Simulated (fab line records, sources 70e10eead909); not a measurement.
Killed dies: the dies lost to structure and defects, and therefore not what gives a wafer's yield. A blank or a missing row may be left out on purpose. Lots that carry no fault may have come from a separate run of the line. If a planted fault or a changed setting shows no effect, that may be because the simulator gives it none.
What tool caused it? / flow nand harc / 15 lots with 45 wafers sampled at 4 steps, on a route of 1302 steps

== WHAT THE GAUGES READ, wafer by wafer ==
The record holds no reading of a measuring or inspecting step that can be judged against a usual standard deviation.

== WHICH TOOL RAN EACH LOT (tool, then ch and the chambers of the sampled wafers, then the start) ==
lot=L706; NHARC_A_CHANNEL_HOLE_D2_ETCH_39=rie diel-07 ch 0,2,3, day 14 14:24 or earlier; NHARC_A_CHANNEL_HOLE_D2_ETCH_24=har etch-02 ch 0,1, day 14 14:24; NHARC_A_CHANNEL_HOLE_D2_ETCH_25=har etch-02 ch 0,1, day 14 15:10; NHARC_A_CHANNEL_HOLE_D2_ETCH_27=har etch-02 ch 0,1, day 14 16:15
lot=L709; NHARC_A_CHANNEL_HOLE_D2_ETCH_39=rie diel-07 ch 0,1,3, day 14 22:46 or earlier; NHARC_A_CHANNEL_HOLE_D2_ETCH_24=har etch-01 ch 0,1, day 14 22:46; NHARC_A_CHANNEL_HOLE_D2_ETCH_25=har etch-01 ch 0,1, day 14 23:34; NHARC_A_CHANNEL_HOLE_D2_ETCH_27=har etch-01 ch 0,1, day 15 00:32
lot=L711; NHARC_A_CHANNEL_HOLE_D2_ETCH_39=rie diel-09 ch 0,1, day 15 12:45 or earlier; NHARC_A_CHANNEL_HOLE_D2_ETCH_24=har etch-01 ch 0,1, day 15 12:45; NHARC_A_CHANNEL_HOLE_D2_ETCH_25=har etch-01 ch 0,1, day 15 13:33; NHARC_A_CHANNEL_HOLE_D2_ETCH_27=har etch-01 ch 0,1, day 15 14:24
lot=L713; NHARC_A_CHANNEL_HOLE_D2_ETCH_39=rie diel-07 ch 0,3, day 16 03:13 or earlier; NHARC_A_CHANNEL_HOLE_D2_ETCH_24=har etch-02 ch 0,1, day 16 03:13; NHARC_A_CHANNEL_HOLE_D2_ETCH_25=har etch-02 ch 0,1, day 16 03:59; NHARC_A_CHANNEL_HOLE_D2_ETCH_27=har etch-02 ch 0,1, day 16 05:04
lot=L715; NHARC_A_CHANNEL_HOLE_D2_ETCH_39=rie diel-07 ch 0,2,3, day 17 10:29 or earlier; NHARC_A_CHANNEL_HOLE_D2_ETCH_24=har etch-01 ch 0,1, day 17 10:29; NHARC_A_CHANNEL_HOLE_D2_ETCH_25=har etch-01 ch 0,1, day 17 11:17; NHARC_A_CHANNEL_HOLE_D2_ETCH_27=har etch-01 ch 0,1, day 17 12:16
lot=L716; NHARC_A_CHANNEL_HOLE_D2_ETCH_39=rie diel-09 ch 1,3, day 17 20:39 or earlier; NHARC_A_CHANNEL_HOLE_D2_ETCH_24=har etch-01 ch 0,1, day 17 20:39; NHARC_A_CHANNEL_HOLE_D2_ETCH_25=har etch-01 ch 0,1, day 17 21:26; NHARC_A_CHANNEL_HOLE_D2_ETCH_27=har etch-01 ch 0,1, day 17 22:25
lot=L717; NHARC_A_CHANNEL_HOLE_D2_ETCH_39=rie diel-07 ch 0,1,3, day 18 00:40 or earlier; NHARC_A_CHANNEL_HOLE_D2_ETCH_24=har etch-02 ch 1, day 18 00:40; NHARC_A_CHANNEL_HOLE_D2_ETCH_25=har etch-02 ch 1, day 18 01:25; NHARC_A_CHANNEL_HOLE_D2_ETCH_27=har etch-02 ch 1, day 18 02:30
lot=L718; NHARC_A_CHANNEL_HOLE_D2_ETCH_39=rie diel-09 ch 0,1, day 18 01:01 or earlier; NHARC_A_CHANNEL_HOLE_D2_ETCH_24=har etch-01 ch 0,1, day 18 01:01; NHARC_A_CHANNEL_HOLE_D2_ETCH_25=har etch-01 ch 0,1, day 18 01:49; NHARC_A_CHANNEL_HOLE_D2_ETCH_27=har etch-01 ch 0,1, day 18 02:46
lot=L719; NHARC_A_CHANNEL_HOLE_D2_ETCH_39=rie diel-09 ch 1,2, day 18 11:50 or earlier; NHARC_A_CHANNEL_HOLE_D2_ETCH_24=har etch-01 ch 0,1, day 18 11:50; NHARC_A_CHANNEL_HOLE_D2_ETCH_25=har etch-01 ch 0,1, day 18 12:37; NHARC_A_CHANNEL_HOLE_D2_ETCH_27=har etch-01 ch 0,1, day 18 13:42
lot=L720; NHARC_A_CHANNEL_HOLE_D2_ETCH_39=rie diel-09 ch 0,1,3, day 19 09:59 or earlier; NHARC_A_CHANNEL_HOLE_D2_ETCH_24=har etch-02 ch 0,1, day 19 09:59; NHARC_A_CHANNEL_HOLE_D2_ETCH_25=har etch-02 ch 0,1, day 19 10:46; NHARC_A_CHANNEL_HOLE_D2_ETCH_27=har etch-02 ch 0,1, day 19 11:51
lot=L721; NHARC_A_CHANNEL_HOLE_D2_ETCH_39=rie diel-08 ch 0,1,3, day 19 17:48 or earlier; NHARC_A_CHANNEL_HOLE_D2_ETCH_24=har etch-01 ch 0,1, day 19 17:48; NHARC_A_CHANNEL_HOLE_D2_ETCH_25=har etch-01 ch 0,1, day 19 18:36; NHARC_A_CHANNEL_HOLE_D2_ETCH_27=har etch-01 ch 0,1, day 19 19:26
lot=L722; NHARC_A_CHANNEL_HOLE_D2_ETCH_39=rie diel-09 ch 1,2, day 20 11:53 or earlier; NHARC_A_CHANNEL_HOLE_D2_ETCH_24=har etch-01 ch 0,1, day 20 11:53; NHARC_A_CHANNEL_HOLE_D2_ETCH_25=har etch-01 ch 0,1, day 20 12:40; NHARC_A_CHANNEL_HOLE_D2_ETCH_27=har etch-01 ch 0,1, day 20 13:37
lot=L723; NHARC_A_CHANNEL_HOLE_D2_ETCH_39=rie diel-07 ch 2,3, day 20 12:11 or earlier; NHARC_A_CHANNEL_HOLE_D2_ETCH_24=har etch-02 ch 0,1, day 20 12:11; NHARC_A_CHANNEL_HOLE_D2_ETCH_25=har etch-02 ch 0,1, day 20 12:59; NHARC_A_CHANNEL_HOLE_D2_ETCH_27=har etch-02 ch 0,1, day 20 13:49
lot=L725; NHARC_A_CHANNEL_HOLE_D2_ETCH_39=rie diel-07 ch 0,3, day 21 05:53 or earlier; NHARC_A_CHANNEL_HOLE_D2_ETCH_24=har etch-02 ch 0,1, day 21 05:53; NHARC_A_CHANNEL_HOLE_D2_ETCH_25=har etch-02 ch 0,1, day 21 06:40; NHARC_A_CHANNEL_HOLE_D2_ETCH_27=har etch-02 ch 0,1, day 21 07:38
lot=L726; NHARC_A_CHANNEL_HOLE_D2_ETCH_39=rie diel-07 ch 0,2,3, day 21 10:12 or earlier; NHARC_A_CHANNEL_HOLE_D2_ETCH_24=har etch-02 ch 0,1, day 21 10:12; NHARC_A_CHANNEL_HOLE_D2_ETCH_25=har etch-02 ch 0,1, day 21 11:00; NHARC_A_CHANNEL_HOLE_D2_ETCH_27=har etch-02 ch 0,1, day 21 11:52
- NHARC_A_CHANNEL_HOLE_D2_ETCH_39: etches the open film in N2/H2, target depth 260 nm, time 325 s.
- NHARC_A_CHANNEL_HOLE_D2_ETCH_24: etches the open film in C4F8/O2/Ar, time 906.2 s, target depth 1500 nm.
- NHARC_A_CHANNEL_HOLE_D2_ETCH_25: etches the open film in C4F8/O2/Ar, time 1040.2 s, target depth 1500 nm.
- NHARC_A_CHANNEL_HOLE_D2_ETCH_27: etches the open film in C4F8/O2/Ar, time 90 s, target depth 400 nm.

== AS READ BY THE TOOLS THEMSELVES (means over the sampled wafers that have a number; for cases with no such wafer, the mark the record gives instead) ==
NHARC_A_CHANNEL_HOLE_D2_ETCH_39.
lot=L706; tool=rie diel-07; bias w (W)=149.9; chamber pressure mTorr (mTorr)=29.993; drypump motor current A (A)=5.6; oes product au (a.u.)=0.996; rf fwd power W (W)=400.1; rf vpp V (V)=432.3; showerhead plenum p Torr (Torr)=2.10; throttle valve pct (%)=14.170
lot=L709; tool=rie diel-07; bias w (W)=149.8; chamber pressure mTorr (mTorr)=29.999; drypump motor current A (A)=6.1; oes product au (a.u.)=1.008; rf fwd power W (W)=398.7; rf vpp V (V)=432.5; showerhead plenum p Torr (Torr)=2.12; throttle valve pct (%)=14.177
lot=L711; tool=rie diel-09; bias w (W)=150.1; chamber pressure mTorr (mTorr)=29.992; drypump motor current A (A)=5.4; oes product au (a.u.)=1.005; rf fwd power W (W)=398.8; rf vpp V (V)=431.8; showerhead plenum p Torr (Torr)=2.12; throttle valve pct (%)=14.171
lot=L713; tool=rie diel-07; bias w (W)=150.4; chamber pressure mTorr (mTorr)=30.025; drypump motor current A (A)=6.0; oes product au (a.u.)=0.995; rf fwd power W (W)=399.1; rf vpp V (V)=432.1; showerhead plenum p Torr (Torr)=2.09; throttle valve pct (%)=14.175
lot=L715; tool=rie diel-07; bias w (W)=150.2; chamber pressure mTorr (mTorr)=30.021; drypump motor current A (A)=5.6; oes product au (a.u.)=0.998; rf fwd power W (W)=398.8; rf vpp V (V)=432.4; showerhead plenum p Torr (Torr)=2.10; throttle valve pct (%)=14.178
lot=L716; tool=rie diel-09; bias w (W)=149.9; chamber pressure mTorr (mTorr)=29.998; drypump motor current A (A)=5.6; oes product au (a.u.)=1.004; rf fwd power W (W)=399.8; rf vpp V (V)=434.1; showerhead plenum p Torr (Torr)=2.15; throttle valve pct (%)=14.173
lot=L717; tool=rie diel-07; bias w (W)=149.7; chamber pressure mTorr (mTorr)=30.026; drypump motor current A (A)=6.1; oes product au (a.u.)=1.000; rf fwd power W (W)=400.0; rf vpp V (V)=432.4; showerhead plenum p Torr (Torr)=2.12; throttle valve pct (%)=14.167
lot=L718; tool=rie diel-09; bias w (W)=149.9; chamber pressure mTorr (mTorr)=29.987; drypump motor current A (A)=5.4; oes product au (a.u.)=1.003; rf fwd power W (W)=398.9; rf vpp V (V)=432.8; showerhead plenum p Torr (Torr)=2.12; throttle valve pct (%)=14.179
lot=L719; tool=rie diel-09; bias w (W)=150.4; chamber pressure mTorr (mTorr)=29.983; drypump motor current A (A)=4.9; oes product au (a.u.)=0.997; rf fwd power W (W)=399.3; rf vpp V (V)=434.0; showerhead plenum p Torr (Torr)=2.16; throttle valve pct (%)=14.182
lot=L720; tool=rie diel-09; bias w (W)=149.9; chamber pressure mTorr (mTorr)=29.994; drypump motor current A (A)=5.5; oes product au (a.u.)=1.001; rf fwd power W (W)=398.8; rf vpp V (V)=433.3; showerhead plenum p Torr (Torr)=2.14; throttle valve pct (%)=14.166
lot=L721; tool=rie diel-08; bias w (W)=150.4; chamber pressure mTorr (mTorr)=29.994; drypump motor current A (A)=5.6; oes product au (a.u.)=1.000; rf fwd power W (W)=398.8; rf vpp V (V)=431.7; showerhead plenum p Torr (Torr)=2.05; throttle valve pct (%)=14.175
lot=L722; tool=rie diel-09; bias w (W)=150.0; chamber pressure mTorr (mTorr)=30.014; drypump motor current A (A)=4.9; oes product au (a.u.)=1.006; rf fwd power W (W)=399.5; rf vpp V (V)=434.1; showerhead plenum p Torr (Torr)=2.16; throttle valve pct (%)=14.180
lot=L723; tool=rie diel-07; bias w (W)=150.5; chamber pressure mTorr (mTorr)=30.006; drypump motor current A (A)=5.7; oes product au (a.u.)=0.989; rf fwd power W (W)=398.9; rf vpp V (V)=432.2; showerhead plenum p Torr (Torr)=2.09; throttle valve pct (%)=14.179
lot=L725; tool=rie diel-07; bias w (W)=149.5; chamber pressure mTorr (mTorr)=30.007; drypump motor current A (A)=6.1; oes product au (a.u.)=0.992; rf fwd power W (W)=399.2; rf vpp V (V)=431.5; showerhead plenum p Torr (Torr)=2.07; throttle valve pct (%)=14.176
lot=L726; tool=rie diel-07; bias w (W)=149.7; chamber pressure mTorr (mTorr)=30.018; drypump motor current A (A)=5.6; oes product au (a.u.)=0.994; rf fwd power W (W)=399.8; rf vpp V (V)=431.9; showerhead plenum p Torr (Torr)=2.10; throttle valve pct (%)=14.178

NHARC_A_CHANNEL_HOLE_D2_ETCH_24.
lot=L706; tool=har etch-02; c4f8 flow sccm (sccm)=94.0; chamber pressure mTorr (mTorr)=19.988; drypump motor current A (A)=5.84; showerhead plenum p Torr (Torr)=3.68; throttle valve pct (%)=32.239
lot=L709; tool=har etch-01; c4f8 flow sccm (sccm)=94.0; chamber pressure mTorr (mTorr)=19.985; drypump motor current A (A)=5.68; showerhead plenum p Torr (Torr)=3.63; throttle valve pct (%)=32.243
lot=L711; tool=har etch-01; c4f8 flow sccm (sccm)=93.9; chamber pressure mTorr (mTorr)=19.995; drypump motor current A (A)=5.53; showerhead plenum p Torr (Torr)=3.64; throttle valve pct (%)=32.245
lot=L713; tool=har etch-02; c4f8 flow sccm (sccm)=93.7; chamber pressure mTorr (mTorr)=19.975; drypump motor current A (A)=5.84; showerhead plenum p Torr (Torr)=3.67; throttle valve pct (%)=32.230
lot=L715; tool=har etch-01; c4f8 flow sccm (sccm)=94.2; chamber pressure mTorr (mTorr)=20.009; drypump motor current A (A)=5.68; showerhead plenum p Torr (Torr)=3.60; throttle valve pct (%)=32.226
lot=L716; tool=har etch-01; c4f8 flow sccm (sccm)=93.4; chamber pressure mTorr (mTorr)=20.007; drypump motor current A (A)=5.67; showerhead plenum p Torr (Torr)=3.60; throttle valve pct (%)=32.227
lot=L717; tool=har etch-02; c4f8 flow sccm (sccm)=93.7; chamber pressure mTorr (mTorr)=20.012; drypump motor current A (A)=5.58; showerhead plenum p Torr (Torr)=3.71; throttle valve pct (%)=32.241
lot=L718; tool=har etch-01; c4f8 flow sccm (sccm)=93.9; chamber pressure mTorr (mTorr)=19.986; drypump motor current A (A)=5.70; showerhead plenum p Torr (Torr)=3.60; throttle valve pct (%)=32.232
lot=L719; tool=har etch-01; c4f8 flow sccm (sccm)=94.3; chamber pressure mTorr (mTorr)=20.016; drypump motor current A (A)=5.71; showerhead plenum p Torr (Torr)=3.60; throttle valve pct (%)=32.235
lot=L720; tool=har etch-02; c4f8 flow sccm (sccm)=93.5; chamber pressure mTorr (mTorr)=19.989; drypump motor current A (A)=5.84; showerhead plenum p Torr (Torr)=3.65; throttle valve pct (%)=32.234
lot=L721; tool=har etch-01; c4f8 flow sccm (sccm)=93.8; chamber pressure mTorr (mTorr)=20.001; drypump motor current A (A)=5.70; showerhead plenum p Torr (Torr)=3.59; throttle valve pct (%)=32.238
lot=L722; tool=har etch-01; c4f8 flow sccm (sccm)=93.8; chamber pressure mTorr (mTorr)=19.996; drypump motor current A (A)=5.50; showerhead plenum p Torr (Torr)=3.61; throttle valve pct (%)=32.238
lot=L723; tool=har etch-02; c4f8 flow sccm (sccm)=93.8; chamber pressure mTorr (mTorr)=20.006; drypump motor current A (A)=5.84; showerhead plenum p Torr (Torr)=3.64; throttle valve pct (%)=32.240
lot=L725; tool=har etch-02; c4f8 flow sccm (sccm)=93.8; chamber pressure mTorr (mTorr)=20.006; drypump motor current A (A)=5.72; showerhead plenum p Torr (Torr)=3.66; throttle valve pct (%)=32.244
lot=L726; tool=har etch-02; c4f8 flow sccm (sccm)=93.8; chamber pressure mTorr (mTorr)=20.005; drypump motor current A (A)=5.71; showerhead plenum p Torr (Torr)=3.66; throttle valve pct (%)=32.241

NHARC_A_CHANNEL_HOLE_D2_ETCH_25.
lot=L706; tool=har etch-02; c4f8 flow sccm (sccm)=94.08; chamber pressure mTorr (mTorr)=20.011; drypump motor current A (A)=5.84; showerhead plenum p Torr (Torr)=3.68; throttle valve pct (%)=32.243
lot=L709; tool=har etch-01; c4f8 flow sccm (sccm)=93.68; chamber pressure mTorr (mTorr)=20.000; drypump motor current A (A)=5.68; showerhead plenum p Torr (Torr)=3.63; throttle valve pct (%)=32.238
lot=L711; tool=har etch-01; c4f8 flow sccm (sccm)=93.93; chamber pressure mTorr (mTorr)=19.994; drypump motor current A (A)=5.50; showerhead plenum p Torr (Torr)=3.64; throttle valve pct (%)=32.230
lot=L713; tool=har etch-02; c4f8 flow sccm (sccm)=93.70; chamber pressure mTorr (mTorr)=19.980; drypump motor current A (A)=5.85; showerhead plenum p Torr (Torr)=3.66; throttle valve pct (%)=32.228
lot=L715; tool=har etch-01; c4f8 flow sccm (sccm)=93.82; chamber pressure mTorr (mTorr)=20.004; drypump motor current A (A)=5.67; showerhead plenum p Torr (Torr)=3.60; throttle valve pct (%)=32.231
lot=L716; tool=har etch-01; c4f8 flow sccm (sccm)=93.93; chamber pressure mTorr (mTorr)=20.010; drypump motor current A (A)=5.66; showerhead plenum p Torr (Torr)=3.60; throttle valve pct (%)=32.233
lot=L717; tool=har etch-02; c4f8 flow sccm (sccm)=94.10; chamber pressure mTorr (mTorr)=20.014; drypump motor current A (A)=5.54; showerhead plenum p Torr (Torr)=3.71; throttle valve pct (%)=32.236
lot=L718; tool=har etch-01; c4f8 flow sccm (sccm)=93.84; chamber pressure mTorr (mTorr)=20.003; drypump motor current A (A)=5.67; showerhead plenum p Torr (Torr)=3.60; throttle valve pct (%)=32.244
lot=L719; tool=har etch-01; c4f8 flow sccm (sccm)=93.60; chamber pressure mTorr (mTorr)=20.002; drypump motor current A (A)=5.67; showerhead plenum p Torr (Torr)=3.59; throttle valve pct (%)=32.233
lot=L720; tool=har etch-02; c4f8 flow sccm (sccm)=93.76; chamber pressure mTorr (mTorr)=20.005; drypump motor current A (A)=5.84; showerhead plenum p Torr (Torr)=3.65; throttle valve pct (%)=32.242
lot=L721; tool=har etch-01; c4f8 flow sccm (sccm)=93.77; chamber pressure mTorr (mTorr)=20.009; drypump motor current A (A)=5.68; showerhead plenum p Torr (Torr)=3.59; throttle valve pct (%)=32.234
lot=L722; tool=har etch-01; c4f8 flow sccm (sccm)=93.69; chamber pressure mTorr (mTorr)=19.996; drypump motor current A (A)=5.50; showerhead plenum p Torr (Torr)=3.61; throttle valve pct (%)=32.239
lot=L723; tool=har etch-02; c4f8 flow sccm (sccm)=93.65; chamber pressure mTorr (mTorr)=19.986; drypump motor current A (A)=5.85; showerhead plenum p Torr (Torr)=3.64; throttle valve pct (%)=32.227
lot=L725; tool=har etch-02; c4f8 flow sccm (sccm)=94.11; chamber pressure mTorr (mTorr)=19.986; drypump motor current A (A)=5.71; showerhead plenum p Torr (Torr)=3.66; throttle valve pct (%)=32.230
lot=L726; tool=har etch-02; c4f8 flow sccm (sccm)=93.96; chamber pressure mTorr (mTorr)=19.995; drypump motor current A (A)=5.70; showerhead plenum p Torr (Torr)=3.65; throttle valve pct (%)=32.244

NHARC_A_CHANNEL_HOLE_D2_ETCH_27.
lot=L706; tool=har etch-02; bias v (V)=399; c4f8 flow sccm (sccm)=41.67; drypump motor current A (A)=5.85; rf fwd power W (W)=1998; showerhead plenum p Torr (Torr)=3.73; throttle valve pct (%)=27.620
lot=L709; tool=har etch-01; bias v (V)=403; c4f8 flow sccm (sccm)=41.64; drypump motor current A (A)=5.69; rf fwd power W (W)=1982; showerhead plenum p Torr (Torr)=3.67; throttle valve pct (%)=27.624
lot=L711; tool=har etch-01; bias v (V)=400; c4f8 flow sccm (sccm)=41.68; drypump motor current A (A)=5.56; rf fwd power W (W)=1991; showerhead plenum p Torr (Torr)=3.69; throttle valve pct (%)=27.627
lot=L713; tool=har etch-02; bias v (V)=400; c4f8 flow sccm (sccm)=41.58; drypump motor current A (A)=5.83; rf fwd power W (W)=1976; showerhead plenum p Torr (Torr)=3.71; throttle valve pct (%)=27.615
lot=L715; tool=har etch-01; bias v (V)=401; c4f8 flow sccm (sccm)=41.72; drypump motor current A (A)=5.70; rf fwd power W (W)=1988; showerhead plenum p Torr (Torr)=3.64; throttle valve pct (%)=27.636
lot=L716; tool=har etch-01; bias v (V)=402; c4f8 flow sccm (sccm)=41.59; drypump motor current A (A)=5.68; rf fwd power W (W)=1984; showerhead plenum p Torr (Torr)=3.64; throttle valve pct (%)=27.619
lot=L717; tool=har etch-02; bias v (V)=399; c4f8 flow sccm (sccm)=41.74; drypump motor current A (A)=5.57; rf fwd power W (W)=1986; showerhead plenum p Torr (Torr)=3.75; throttle valve pct (%)=27.627
lot=L718; tool=har etch-01; bias v (V)=402; c4f8 flow sccm (sccm)=41.69; drypump motor current A (A)=5.70; rf fwd power W (W)=1982; showerhead plenum p Torr (Torr)=3.64; throttle valve pct (%)=27.620
lot=L719; tool=har etch-01; bias v (V)=403; c4f8 flow sccm (sccm)=41.73; drypump motor current A (A)=5.68; rf fwd power W (W)=1979; showerhead plenum p Torr (Torr)=3.63; throttle valve pct (%)=27.617
lot=L720; tool=har etch-02; bias v (V)=396; c4f8 flow sccm (sccm)=41.68; drypump motor current A (A)=5.84; rf fwd power W (W)=1985; showerhead plenum p Torr (Torr)=3.69; throttle valve pct (%)=27.618
lot=L721; tool=har etch-01; bias v (V)=402; c4f8 flow sccm (sccm)=41.66; drypump motor current A (A)=5.68; rf fwd power W (W)=1985; showerhead plenum p Torr (Torr)=3.63; throttle valve pct (%)=27.626
lot=L722; tool=har etch-01; bias v (V)=-; c4f8 flow sccm (sccm)=-; drypump motor current A (A)=-; rf fwd power W (W)=-; showerhead plenum p Torr (Torr)=-; throttle valve pct (%)=-
lot=L723; tool=har etch-02; bias v (V)=-; c4f8 flow sccm (sccm)=-; drypump motor current A (A)=-; rf fwd power W (W)=-; showerhead plenum p Torr (Torr)=-; throttle valve pct (%)=-
lot=L725; tool=har etch-02; bias v (V)=-; c4f8 flow sccm (sccm)=-; drypump motor current A (A)=-; rf fwd power W (W)=-; showerhead plenum p Torr (Torr)=-; throttle valve pct (%)=-
lot=L726; tool=har etch-02; bias v (V)=396; c4f8 flow sccm (sccm)=41.68; drypump motor current A (A)=5.72; rf fwd power W (W)=1984; showerhead plenum p Torr (Torr)=3.70; throttle valve pct (%)=27.622

== THE ANSWER, worked out from the rows above alone ==
Rule: the lots themselves supply what counts as usual. Put in order of their means at a reading, lots are off if they are a third of the lots or fewer, leave a main group of 4 or more, and stand apart from it by a gap of 3 or more times the standard deviation of the main group's means; of several such gaps the widest counts. Not used: any main group whose means are identical at the precision the tables above print for the reading. A lot without any number at a reading at which 4 lots or more have one is off too. Any other lot the step has rows for is counted as sound. First the gauges in route order, then the tools' own readings, where a lot's mean is used as printed above. The first step at which some lot is off is used, and at that step the reading that is off furthest; a lot without a number counts as furthest.
Off at NHARC_A_CHANNEL_HOLE_D2_ETCH_27 (bias v): L722, L723, L725. Without a number there: L722, L723, L725. The main group has a mean of 400 V with a standard deviation of 2.3.
If a tool, at that step or one of the process steps before it, ran each lot that is off and ran no sound lot following the first of them, it fits. With no start given for some of its lots, NHARC_A_CHANNEL_HOLE_D2_ETCH_39 uses the hours and lot order of NHARC_A_CHANNEL_HOLE_D2_ETCH_24. No candidate that was tried fits.

== WHAT WAS PUT IN BY THE SIMULATOR ==
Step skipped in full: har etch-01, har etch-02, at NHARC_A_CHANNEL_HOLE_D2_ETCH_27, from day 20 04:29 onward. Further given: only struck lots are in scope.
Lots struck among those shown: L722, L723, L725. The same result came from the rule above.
